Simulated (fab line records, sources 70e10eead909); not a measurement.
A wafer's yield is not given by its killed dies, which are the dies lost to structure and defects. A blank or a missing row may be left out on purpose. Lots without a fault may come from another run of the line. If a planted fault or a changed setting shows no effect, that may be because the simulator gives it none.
A lot that was struck, set against a sound lot | flow nand_harc | 41 out of 1159 route steps
Sound: wafers L970.2, L970.3, L970.5. The struck wafers were L972.1, L972.3, L972.5. Last of all comes the cause.
Per side, at each step with rows, come the tool, then ch with its chambers, and then its first start. Under that, the readings that differ: sound wafers | struck wafers | difference of the means | sigmas: that difference in standard deviations of wafers without a fault.
alike: readings with means less than 2 such deviations apart, plus words and numbers identical on both sides. not compared: withheld readings, readings lacking a value on some wafer, bounds such as >300 that could conceal the same value, and numbers that have no deviation in the record and whose values overlap.
The two part at a step that has a row with sigmas, a row that says differs or no value, or rows on one side only. Numbers that don't overlap but have no deviation are shown without sigmas and don't part them. A reading missing from all wafers of one side parts the sides only when that side holds two or more wafers.

first, 7 steps without rows for these wafers: NHARC_P_GATE_HMDS_52 (time 30 s); NHARC_P_GATE_COAT_53; NHARC_P_GATE_SOFTBAKE_54 (time 95 s); NHARC_P_GATE_EBR_55; NHARC_P_GATE_EXPOSE_56 (exposes mask P PSD, target cd 720 nm); NHARC_P_GATE_PEB_57 (peb time 85 s); NHARC_P_GATE_DEVELOP_58 (time 70 s).
NHARC_P_GATE_CD_MEAS_59: target cd 720 nm.
  sound on cd_sem-02 ch 0, day 6 16:25; struck on cd_sem-01 ch 0, day 7 07:40
  alike: cd_nm
then, 1 step without rows for these wafers: NHARC_P_GATE_HARDBAKE_60 (time 80 s).
NHARC_P_GATE_DESCUM_61: chemistry O2, time 3 s.
  sound on rie_diel-08 ch 0,1,2, day 6 16:34; struck on rie_diel-08 ch 0,1,2, day 7 07:51
  alike: drypump_motor_current_A, oes_product_au, rf_vpp_V, showerhead_plenum_p_Torr, throttle_valve_pct
  not compared: rf_hours_counter_h
next, for these wafers, 1 step has no rows: NHARC_P_GATE_IMPLANT_62.
NHARC_P_GATE_STRIP_112: strips in N2/H2, time 200 s.
  sound on plasma_asher-02 ch 0,1, day 6 16:59; struck on plasma_asher-02 ch 0, day 7 08:14
  alike: drypump_motor_current_A, heater_power_w
  not compared: rf_hours_counter_h
NHARC_P_GATE_STRIP_76: strips in O2.
  sound on plasma_asher-02 ch 0,1, day 6 17:13; struck on plasma_asher-02 ch 0, day 7 08:28
  alike: drypump_motor_current_A, heater_power_w
  not compared: rf_hours_counter_h
then, 9 steps without rows for these wafers: NHARC_P_GATE_STRIP_63 (strips in SPM, time 900 s); NHARC_P_GATE_DEHYDRATE_83 (time 120 s); NHARC_P_GATE_HMDS_84 (time 30 s); NHARC_P_GATE_COAT_85; NHARC_P_GATE_SOFTBAKE_86 (time 95 s); NHARC_P_GATE_EBR_87; NHARC_P_GATE_EXPOSE_88 (exposes mask P HVN, target cd 2000 nm); NHARC_P_GATE_PEB_89 (peb time 85 s); NHARC_P_GATE_DEVELOP_90 (time 70 s).
NHARC_P_GATE_CD_MEAS_91: target cd 2000 nm.
  sound on cd_sem-03 ch 0, day 6 18:08; struck on cd_sem-03 ch 0, day 7 09:16
  alike: cd_nm
then, 1 step without rows for these wafers: NHARC_P_GATE_HARDBAKE_92 (time 80 s).
NHARC_P_GATE_DESCUM_93: chemistry O2, time 3 s.
  sound on rie_diel-08 ch 0,3, day 6 18:17; struck on rie_diel-08 ch 0,3, day 7 09:26
  alike: drypump_motor_current_A, oes_product_au, rf_vpp_V, showerhead_plenum_p_Torr, throttle_valve_pct
  not compared: rf_hours_counter_h
then, 2 steps without rows for these wafers: NHARC_P_GATE_IMPLANT_94; NHARC_P_GATE_STRIP_113 (strips in N2/H2, time 740 s).
NHARC_P_GATE_STRIP_95: strips in O2.
  sound on plasma_asher-02 ch 0,1, day 6 19:39; struck on plasma_asher-01 ch 0, day 7 10:32
  alike: drypump_motor_current_A, heater_power_w
  not compared: rf_hours_counter_h
then, 9 steps without rows for these wafers: NHARC_P_GATE_STRIP_96 (strips in SPM, time 900 s); NHARC_P_GATE_RTA_64 (time 1 s); NHARC_P_GATE_ETCH_77 (etches SiO2 in dHF, target depth 6 nm); NHARC_P_GATE_DEGAS_109 (time 60 s); NHARC_P_GATE_PRE_CLEAN_110 (time 30 s); NHARC_P_GATE_SPUTTER_78 (material Ni, target thk 10 nm); NHARC_P_GATE_SPUTTER_79 (material TiN, target thk 10 nm); NHARC_P_GATE_RTA_80 (time 30 s); NHARC_P_GATE_STRIP_67 (strips in SPM, time 600 s).
NHARC_P_GATE_RTA_82: time 30 s.
  sound on rtp_anneal-02 ch 0, day 6 21:18; struck on rtp_anneal-02 ch 0, day 7 12:11
  alike: lamp_power_pct, wafer_temp_C_max
NHARC_P_GATE_INSPECT_68:
  sound on defect_inspect-02, day 6 21:28; struck on defect_inspect-01, day 7 12:23
  reading          | sound       | struck        | difference | sigmas
  raw_defect_count | 162 215 213 | 914 1077 1038 | +813       | +10
then, 1 step without rows for these wafers: NHARC_P_CONTACT_DEP_30 (deposits SiNx, target thk 30 nm).
-- the record jumps here: 14 days lie between the struck wafers' starts before and after (it left off in module P_CONTACT and takes up again in module END, whose first step shown is number 1159 of the route) --
NHARC_END_SORT_01:
  only the struck wafers appear in the record here, on prober-02 ch 0 at day 21 09:50; the sound ones have no rows

WHERE THEY PART
First at NHARC_P_GATE_INSPECT_68; last, within this record, at NHARC_END_SORT_01.

WHY: what had been put in by the simulator
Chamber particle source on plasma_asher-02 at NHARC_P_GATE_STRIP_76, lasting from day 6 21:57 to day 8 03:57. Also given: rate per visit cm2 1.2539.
